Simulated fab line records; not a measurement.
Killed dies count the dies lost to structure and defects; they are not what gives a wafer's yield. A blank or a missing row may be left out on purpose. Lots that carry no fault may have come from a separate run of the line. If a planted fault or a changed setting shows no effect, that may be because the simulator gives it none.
Struck lot and sound lot, side by side | flow n5 finfet | 37 steps out of a route of 1938
Sound: these wafers, L790.3, L790.5, L790.6. The struck wafers were L788.1, L788.2, L788.4. Last of all comes the cause.
At each step with rows: each side's tool, then ch and its chambers, then its first start. Under that, the readings that differ: sound wafers | struck wafers | difference of the means | sigmas: that difference in standard deviations of wafers without a fault.
alike: a reading whose means differ by less than 2 such deviations, as well as words and numbers matching on both sides. not compared: withheld readings; readings where some wafer has no value; bounds like >300 that might hide an equal value; numbers whose values overlap and for which the record gives no deviation.
A row with sigmas, a row that says differs or no value, or rows on one side alone: a step with any of these is where the two part. Numbers that have no deviation but don't overlap get no sigmas and don't part them. A reading missing from all wafers of one side parts the sides only when that side holds two or more wafers.

first, 2 steps without rows for these wafers: N5_BEOL_M2_ANNEAL_51 (time 90 s); N5_BEOL_M2_CMP_52 (polishes, stops on SiOC, t overpolish 6.8 s, target thk 40 nm).
N5_BEOL_M2_THK_MEAS_53: measures by xrf.
  sound on film metro-01 at day 12 04:59; struck on film metro-01 at day 11 22:27
  alike: M2_THK
then, 1 step without rows for these wafers: N5_BEOL_M2_PRE_CLEAN_60 (time 15 s).
N5_BEOL_M2_CO_CAP_55: material Co, precursor CCTBA/H2, target thk 2 nm, time 102.1 s.
  sound on cvd co-02 ch 0,1, day 12 05:05; struck on cvd co-02 ch 1,2, day 11 22:32
  alike: heater power w
then, 1 step without rows for these wafers: N5_BEOL_M2_PRE_CLEAN_56 (time 15 s).
N5_BEOL_M2_DEP_57: deposits SiCN from 3MS/NH3, target thk 8 nm, time 14 s.
  sound on pecvd-01 ch 0,1,2, day 12 05:13; struck on pecvd-01 ch 1,2, day 11 22:39
  alike: chamber pressure Torr, rf fwd power W, showerhead plenum p Torr, throttle valve pct
N5_BEOL_M2_RS_MEAS_58: uses a four-point probe to measure.
  sound on film metro-01 at day 12 05:16; struck on film metro-01 at day 11 22:43
  alike: M2_RS
N5_BEOL_M2_INSPECT_59: inspects for defects (darkfield).
  sound on defect inspect-02 at day 12 05:18; struck on defect inspect-01 at day 11 22:44
  alike: raw defect count
N5_BEOL_M3_ILD_DEP_00: deposits SiOC from DEMS/O2, target thk 79 nm, time 15.3 s.
  sound on pecvd-02 ch 0,2, day 12 05:21; struck on pecvd-01 ch 1,2, day 11 22:47
  alike: chamber pressure Torr, heater power outer w, heater power w, showerhead plenum p Torr, throttle valve pct
N5_BEOL_M3_THK_MEAS_01:
  sound on film metro-02 at day 12 05:25; struck on film metro-01 at day 11 22:50
  alike: M3_ILD_THK
then, 1 step without rows for these wafers: N5_BEOL_M3_PECVD_72 (deposits SiO2 from TEOS/O2, target thk 16 nm, time 18 s).
N5_BEOL_M3_HM_DEP_02: deposits TiN, target thk 20 nm.
  sound on pvd sputter-01 at day 12 06:03; struck on pvd sputter-01 at day 11 23:40
  no value came back on the struck wafers for chamber pressure pa (Pa), substrate temp c (C), throttle valve pct (%); on the sound wafers chamber pressure pa (Pa) reads 0.5014 0.5006 0.4993
then, 9 steps without rows for these wafers: N5_BEOL_M3_COAT_61 (time 60 s, resist thk 60 nm); N5_BEOL_M3_COAT_62 (time 60 s, resist thk 12 nm); N5_BEOL_M3_COAT_73 (time 60 s, resist thk 5 nm); N5_BEOL_M3_COAT_05 (resist thk 30 nm); N5_BEOL_M3_EBR_07; N5_BEOL_M3_SOFTBAKE_06 (time 60 s); N5_BEOL_M3_EXPOSE_08 (exposes mask M3); N5_BEOL_M3_PEB_09 (peb time 60 s); N5_BEOL_M3_DEVELOP_10 (develop time 30 s).
N5_BEOL_M3_CD_MEAS_11 targets a cd of 17.05 nm.
  sound on cd sem-02 ch 0, day 12 06:34; struck on cd sem-02 ch 0, day 12 00:04
  alike: cd nm
N5_BEOL_M3_OVL_MEAS_12:
  sound on overlay-01 ch 0, day 12 06:37; struck on overlay-02 ch 0, day 12 00:05
  alike: M3_OVL
N5_BEOL_M3_INSPECT_13: inspects for defects (brightfield).
  sound on defect inspect-02 at day 12 06:40; struck on defect inspect-02 at day 12 00:09
  alike: raw defect count
then, 3 steps without rows for these wafers: N5_BEOL_M3_DESCUM_16 (chemistry O2, time 7 s); N5_BEOL_M3_ETCH_74 (etches underlayer in N2/H2, target depth 6.5 nm, time 5.2 s); N5_BEOL_M3_ETCH_63 (etches SiARC in CF4, target depth 15.6 nm, time 26 s).
N5_BEOL_M3_ETCH_64: etches SOC in N2/H2, target depth 75 nm, overetch 15 nm, time 112.5 s.
  sound on rie diel-04 ch 1,2,3, day 12 08:17; struck on rie diel-01 ch 0,1,2, day 12 00:19
  alike: drypump motor current A, oes product au, rf vpp V, showerhead plenum p Torr, throttle valve pct
  not compared: rf hours counter h
then, 2 steps without rows for these wafers: N5_BEOL_M3_STRIP_65 (strips in N2/H2); N5_BEOL_M3_STRIP_75 (strips in N2/H2).
N5_BEOL_M3_STRIP_66: strips in CF4.
  sound on rie diel-04 ch 1,2,3, day 12 08:25; struck on rie diel-01 ch 0,1,2, day 12 00:27
  alike: drypump motor current A, oes product au, rf vpp V, showerhead plenum p Torr, throttle valve pct
  not compared: rf hours counter h
N5_BEOL_M3_HM_OPEN_17: chemistry Cl2/BCl3, target TiN, target depth 20 nm, overetch 6 nm.
  sound on rie metal-02 ch 0,1, day 12 08:29; struck on rie metal-03 ch 1, day 12 00:29
  reading                  | sound             | struck         | difference | sigmas
  oes product au (a.u.)    | 0.73 0.54 0.73    | 0.32 0.32 0.33 | -0.34      | -3
  model.etch.depth nm (nm) | 19.75 20.04 19.79 | 0 0 0          | -20        |
  alike: drypump motor current A, mfc ar sccm, throttle valve pct
  not compared: rf hours counter h
then, 1 step without rows for these wafers: N5_BEOL_M3_STRIP_19 (strips in O2).
N5_BEOL_M3_CD_MEAS_18: pitch 36 nm, target cd 18 nm.
  sound on cd sem-02 at day 12 09:01; struck on cd sem-02 at day 12 00:46
  reading    | sound          | struck | difference                    | sigmas
  cd nm (nm) | 17.9 17.8 18.3 | - - -  | no value on the struck wafers |
then, 1 step without rows for these wafers: N5_BEOL_M3_COAT_67 (time 60 s, resist thk 60 nm).
N5_BEOL_M4_RC_MEAS_101:
  the record has rows for the sound wafers here (prober-01 ch 0, day 13 03:40) and none for the struck ones

WHERE THEY PART
At N5_BEOL_M3_HM_DEP_02 first; at N5_BEOL_M4_RC_MEAS_101 last (within this record only).

WHY: the cause the simulator had injected
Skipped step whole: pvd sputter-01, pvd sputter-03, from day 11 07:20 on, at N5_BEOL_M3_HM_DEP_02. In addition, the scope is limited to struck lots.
